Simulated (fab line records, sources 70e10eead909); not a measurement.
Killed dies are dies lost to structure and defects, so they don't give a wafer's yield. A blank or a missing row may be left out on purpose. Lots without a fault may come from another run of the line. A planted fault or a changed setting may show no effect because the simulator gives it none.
One fault seen from 2 desks | flow nand_harc | each desk has only its own numbers; what lay behind them comes last

THE METROLOGY DESK
What the gauges read, lot by lot, whatever tool the lot ran on: means of the sampled wafers that have a number. A lot is out of limits, marked OUT, if its mean lies more than 4 standard deviations from the usual mean; the brackets give that distance.
Columns: A = cd_nm at NHARC_P_M2_CD_MEAS_09, usual 170.1 nm
lot  | first seen here | A
L922 | day 6 18:02     | 170.4
L924 | day 7 11:38     | 170.4
L925 | day 8 05:36     | 169.9
L926 | day 8 13:42     | 170.3
L929 | day 9 15:04     | 170.1
L933 | day 11 07:34    | 170.1
L938 | day 13 19:31    | 170.4
L939 | day 13 20:08    | 169.5
L941 | day 14 19:39    | 170.1
L943 | day 15 20:07    | 170.9
L944 | day 16 02:43    | 170.5
This desk's finding: nothing out of limits on any of the 11 lots.

THE TOOL OWNER'S DESK: rie_diel-10
The tool's own readings at NHARC_P_M2_ETCH_28 (etches the open film in CF4/N2, target depth 30 nm, time 72.99 s): means of the sampled wafers that have a number, for each lot that ran on this tool. A lot is out of limits, marked OUT, if its mean lies more than 4 standard deviations from the usual mean; the brackets give that distance.
Columns: A = drypump_motor_current_A at NHARC_P_M2_ETCH_28, usual 5.5 A; B = oes_product_au at NHARC_P_M2_ETCH_28, usual 0.999 a.u.; C = rf_vpp_V at NHARC_P_M2_ETCH_28, usual 313.6 V; D = showerhead_plenum_p_Torr at NHARC_P_M2_ETCH_28, usual 2.59 Torr; E = throttle_valve_pct at NHARC_P_M2_ETCH_28, usual 19.795 %
lot  | first seen here | A   | B               | C     | D    | E
L924 | day 7 12:28     | 5.3 | 1.004           | 312.7 | 2.58 | 19.790
L925 | day 8 06:25     | 5.1 | 1.000           | 311.9 | 2.53 | 19.782
L938 | day 13 20:22    | 5.3 | 0.861 (-14) OUT | 313.4 | 2.57 | 19.798
L939 | day 13 21:01    | 5.3 | 0.862 (-14) OUT | 313.1 | 2.58 | 19.793
L944 | day 16 03:32    | 5.3 | 0.994           | 313.9 | 2.58 | 19.794
This desk's finding: out of limits on L938, L939; first on L938, day 13 20:22 (oes_product_au at NHARC_P_M2_ETCH_28). In limits: L924, L925, L944.

PUT TOGETHER
The tool owner's desk could have raised an alarm at day 13 20:22, on L938, L939.
The metrology desk saw nothing out of limits.
The metrology desk has L938, L939 on record, within its limits.
Of the lots named, all ran NHARC_P_M2_ETCH_28 on rie_diel-10.

WHAT THE SIMULATOR HAD PUT IN
Process parameter drift: rie_diel-10, from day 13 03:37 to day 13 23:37, at NHARC_P_M2_ETCH_28. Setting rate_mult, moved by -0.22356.
Lots struck among those shown: L938, L939.
Hours from the fault's start to each desk's first reading out of limits: the tool owner's desk, 17.
